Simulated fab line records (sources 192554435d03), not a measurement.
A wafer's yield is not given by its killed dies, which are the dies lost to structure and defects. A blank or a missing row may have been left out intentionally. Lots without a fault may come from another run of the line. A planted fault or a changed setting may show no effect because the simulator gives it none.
Which tool is to blame? | flow n5Finfet | 12 lots, 29 wafers sampled, at 5 steps of a route of 1938

== WHAT THE GAUGES READ, wafer by wafer ==
N5_BEOL_M1_CD_MEAS_18: pitch 36 nm, target cd 18 nm.
lot  | measured     | on       | cdNm (nm)
L229 | day 6 06:02  | cdSem-02 | 17.8 18.1
L230 | day 6 16:01  | cdSem-01 | 17.6 18.2 18.1
L231 | day 6 16:19  | cdSem-01 | 17.5 17.3
L232 | day 6 17:50  | cdSem-03 | 17.3 17.0 17.5
L234 | day 7 05:26  | cdSem-02 | 19.1 18.0 18.8
L236 | day 7 21:26  | cdSem-02 | 17.8 18.0 18.2
L238 | day 8 07:28  | cdSem-03 | 17.6 17.4
L242 | day 9 13:14  | cdSem-02 | 18.4 18.2 17.7
L245 | day 10 05:00 | cdSem-03 | 18.2 18.1
L246 | day 10 13:38 | cdSem-03 | 18.6 18.2
L250 | day 11 16:25 | cdSem-02 | 17.8 17.6
L252 | day 11 23:42 | cdSem-03 | 18.3 18.0

N5_BEOL_M1_CD_MEAS_28: target cd y 23.3 nm.
lot  | measured     | on       | cdNm (nm)
L229 | day 6 06:21  | cdSem-02 | 23.82 23.39
L230 | day 6 16:28  | cdSem-01 | 23.86 23.65 24.06
L231 | day 6 16:45  | cdSem-03 | 24.18 24.21
L232 | day 6 18:17  | cdSem-02 | 23.92 23.44 23.67
L234 | day 7 05:46  | cdSem-01 | 24.27 24.50 24.29
L236 | day 7 21:46  | cdSem-01 | 24.11 23.98 24.16
L238 | day 8 07:55  | cdSem-01 | 23.70 23.67
L242 | day 9 13:40  | cdSem-01 | 24.31 23.33 23.17
L245 | day 10 05:19 | cdSem-01 | 23.90 24.10
L246 | day 10 13:57 | cdSem-01 | 24.05 23.99
L250 | day 11 16:51 | cdSem-03 | 23.63 24.17
L252 | day 12 00:08 | cdSem-01 | 23.86 23.46

N5_BEOL_M4_RC_MEAS_101.
lot  | measured     | on        | DIBL_N (mV/V)  | DIBL_P (mV/V)  | IOFF_N (nA/um) | IOFF_P (nA/um) | ION_N (uA/um) | ION_P (uA/um) | SS_N (mV/dec)  | SS_P (mV/dec)  | VT_N (mV)   | VT_P (mV)
L229 | day 7 18:09  | prober-01 | 35.5 33.2      | 36.4 33.5      | 0.16 0.11      | 0.26 0.20      | 669 649       | 475 462       | 72.2 71.1      | 73.6 72.7      | 251 257     | -243.3 -247.6
L230 | day 8 10:25  | prober-02 | 38.3 35.3 35.2 | 39.1 35.5 36.0 | 0.24 0.16 0.16 | 0.29 0.22 0.23 | 711 670 671   | 482 465 465   | 71.9 71.7 71.8 | 73.6 71.8 72.8 | 241 249 245 | -245.8 -248.4 -249.0
L231 | day 8 23:31  | prober-01 | 35.7 37.6      | 35.4 37.8      | 0.14 0.18      | 0.17 0.22      | 675 674       | 457 460       | 70.6 72.1      | 73.0 74.7      | 254 249     | -255.2 -249.7
L232 | day 8 13:13  | prober-02 | 33.3 36.9 33.6 | 30.4 35.9 30.2 | 0.09 0.14 0.09 | 0.15 0.21 0.14 | 643 684 642   | 452 470 443   | 70.6 71.0 70.6 | 72.3 72.7 71.8 | 257 250 258 | -252.8 -250.1 -255.9
L234 | day 9 06:07  | prober-02 | 36.2 34.6 37.3 | 37.4 35.8 39.0 | 0.16 0.13 0.19 | 0.21 0.18 0.23 | 679 671 688   | 463 466 467   | 71.7 71.1 72.2 | 73.2 72.5 74.0 | 249 256 250 | -253.5 -253.8 -251.7
L236 | day 9 07:47  | prober-02 | 32.3 34.5 37.8 | 30.4 33.9 38.5 | 0.09 0.12 0.17 | 0.14 0.18 0.25 | 653 666 672   | 459 465 467   | 70.1 71.4 71.9 | 71.2 73.0 73.8 | 257 251 248 | -253.7 -250.1 -247.8
L238 | day 10 18:18 | prober-01 | 33.9 37.4      | 33.0 38.3      | 0.12 0.17      | 0.17 0.26      | 663 678       | 464 469       | 71.1 71.9      | 72.9 74.4      | 255 249     | -251.0 -245.3
L242 | day 12 11:16 | prober-02 | 38.2 39.7 39.1 | 39.3 41.3 40.2 | 0.20 0.26 0.21 | 0.22 0.26 0.24 | 691 715 680   | 468 482 459   | 72.0 72.2 72.0 | 73.3 74.2 74.2 | 247 241 245 | -249.6 -246.2 -248.8
L245 | day 12 19:57 | prober-02 | 32.4 37.8      | 32.2 39.4      | 0.11 0.20      | 0.13 0.21      | 660 685       | 448 459       | 70.8 71.8      | 71.7 73.6      | 252 243     | -256.9 -253.1
L246 | day 13 11:09 | prober-02 | 35.3 34.1      | 36.6 34.7      | 0.15 0.14      | 0.21 0.19      | 654 674       | 456 473       | 71.2 70.5      | 73.1 71.9      | 252 251     | -249.0 -250.6
L250 | day 13 18:13 | prober-02 | 38.5 35.2      | 39.9 34.9      | 0.21 0.15      | 0.22 0.16      | 685 671       | 455 451       | 72.0 70.6      | 74.3 72.9      | 248 252     | -252.6 -256.1
L252 | day 14 01:16 | prober-02 | 34.2 36.9      | 34.1 37.5      | 0.13 0.16      | 0.18 0.23      | 676 672       | 466 468       | 70.1 71.6      | 73.3 74.1      | 251 251     | -251.3 -249.1

== EACH LOT AND THE TOOL THAT RAN IT (in order: tool; ch and the chambers of the sampled wafers; start) ==
lot  | N5_BEOL_M1_TRENCH_ETCH_37        | N5_BEOL_M1_ALD_84
L229 | rieDiel-02 ch 2, day 6 08:53     | aldMetal-04 ch 0,2, day 6 09:28
L230 | rieDiel-02 ch 0,1,2, day 6 19:56 | aldMetal-01 ch 0,1,3, day 6 20:43
L231 | rieDiel-03 ch 0,2, day 7 05:40   | aldMetal-01 ch 0,1, day 7 06:22
L232 | rieDiel-02 ch 2,3, day 6 20:25   | aldMetal-02 ch 0,1,3, day 6 21:18
L234 | rieDiel-03 ch 0,2,3, day 7 10:23 | aldMetal-04 ch 0,1, day 7 11:24
L236 | rieDiel-03 ch 1,2, day 8 00:08   | aldMetal-02 ch 0,1,3, day 8 00:41
L238 | rieDiel-03 ch 0,1, day 8 13:37   | aldMetal-04 ch 2,3, day 8 14:37
L242 | rieDiel-02 ch 0,1, day 10 03:28  | aldMetal-02 ch 0,1, day 10 04:11
L245 | rieDiel-02 ch 0,1, day 10 08:54  | aldMetal-04 ch 2,3, day 10 10:11
L246 | rieDiel-02 ch 1,2, day 10 20:01  | aldMetal-01 ch 2,3, day 10 21:05
L250 | rieDiel-01 ch 1,2, day 11 18:45  | aldMetal-04 ch 0,2, day 11 19:44
L252 | rieDiel-03 ch 0,2, day 12 04:43  | aldMetal-02 ch 0,3, day 12 05:17
- N5_BEOL_M1_TRENCH_ETCH_37: etches SiOC in C4F6/O2, target depth 55.207 nm, time 29 s.
- N5_BEOL_M1_ALD_84: deposits TaN, pulse time 2 s, purge time 3 s, co reactant purge time 2 s.

== WHAT THE TOOLS THEMSELVES READ (means of the sampled wafers that have a number; where no wafer has one, the mark that the record gives instead) ==
N5_BEOL_M1_TRENCH_ETCH_37.
lot  | tool       | drypumpMotorCurrentA (A) | oesProductAu (a.u.) | rfVppV (V) | runLengthS (s) | showerheadPlenumPTorr (Torr) | throttleValvePct (%)
L229 | rieDiel-02 | 5.7                      | 0.69                | 672        | 52.0           | 2.69                         | 21.14
L230 | rieDiel-02 | 6.0                      | 0.78                | 657        | 52.0           | 2.77                         | 20.95
L231 | rieDiel-03 | 5.9                      | 0.77                | 679        | 52.6           | 2.81                         | 20.62
L232 | rieDiel-02 | 5.8                      | 0.71                | 682        | 52.1           | 2.69                         | 20.94
L234 | rieDiel-03 | 6.1                      | 0.74                | 658        | 52.5           | 2.84                         | 20.66
L236 | rieDiel-03 | 6.3                      | 0.81                | 684        | 52.4           | 2.78                         | 20.64
L238 | rieDiel-03 | 5.6                      | 0.88                | 682        | 51.8           | 2.81                         | 20.62
L242 | rieDiel-02 | 6.3                      | 0.82                | 649        | 51.9           | 2.84                         | 20.76
L245 | rieDiel-02 | 6.2                      | 0.79                | 650        | 50.9           | 2.81                         | 20.90
L246 | rieDiel-02 | 5.7                      | 0.88                | 665        | 50.4           | 2.87                         | 21.07
L250 | rieDiel-01 | 6.0                      | 0.78                | 674        | 52.6           | 2.85                         | 20.98
L252 | rieDiel-03 | 5.9                      | 0.74                | 678        | 52.4           | 2.80                         | 20.67

N5_BEOL_M1_ALD_84.
lot  | tool        | heaterPowerW (W)
L229 | aldMetal-04 | 434
L230 | aldMetal-01 | 408
L231 | aldMetal-01 | 417
L232 | aldMetal-02 | 423
L234 | aldMetal-04 | 476
L236 | aldMetal-02 | 414
L238 | aldMetal-04 | 381
L242 | aldMetal-02 | 412
L245 | aldMetal-04 | 376
L246 | aldMetal-01 | 416
L250 | aldMetal-04 | 432
L252 | aldMetal-02 | 426

== THE ANSWER, worked out from the rows above alone ==
Rule: what is usual is taken from the lots themselves. Put in order of their means at a reading, lots are off if they are a third of the lots or fewer, leave a main group of 4 or more, and stand apart from it by a gap of 3 or more times the standard deviation of the main group's means; of several such gaps the widest counts. Not used: any main group whose means are identical at the precision the tables above print for the reading. A lot without any number at a reading at which 4 lots or more have one is off too. The other lots that the step has rows for count as sound. Order of review: gauges by route order, followed by the tools' own readings, for which a lot's mean as printed above is used. At the first step where some lot is off, the reading lying furthest off is the one used; lots without a number count as furthest.
Off: L245, L246 (N5_BEOL_M1_TRENCH_ETCH_37, runLengthS). The main group: mean 52.2 s, standard deviation 0.29.
If a tool, at that step or one of the process steps before it, ran each lot that is off and ran no sound lot following the first of them, it fits. One fits: rieDiel-02 at N5_BEOL_M1_TRENCH_ETCH_37. A fault onset in the window from L242 (day 10 03:28, its last sound lot) to L245 (day 10 08:54, its first lot off) fits.
The tool's own readings at N5_BEOL_M1_TRENCH_ETCH_37 bear it out: on the lots that are off they differ by more than 5 times the standard deviation of the sound lots' means. runLengthS reads 50.6 s there against 52.2 s on the sound lots.

== WHAT WAS PUT IN BY THE SIMULATOR ==
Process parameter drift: rieDiel-02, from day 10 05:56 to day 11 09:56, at N5_BEOL_M1_TRENCH_ETCH_37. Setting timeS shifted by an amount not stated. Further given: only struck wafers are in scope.
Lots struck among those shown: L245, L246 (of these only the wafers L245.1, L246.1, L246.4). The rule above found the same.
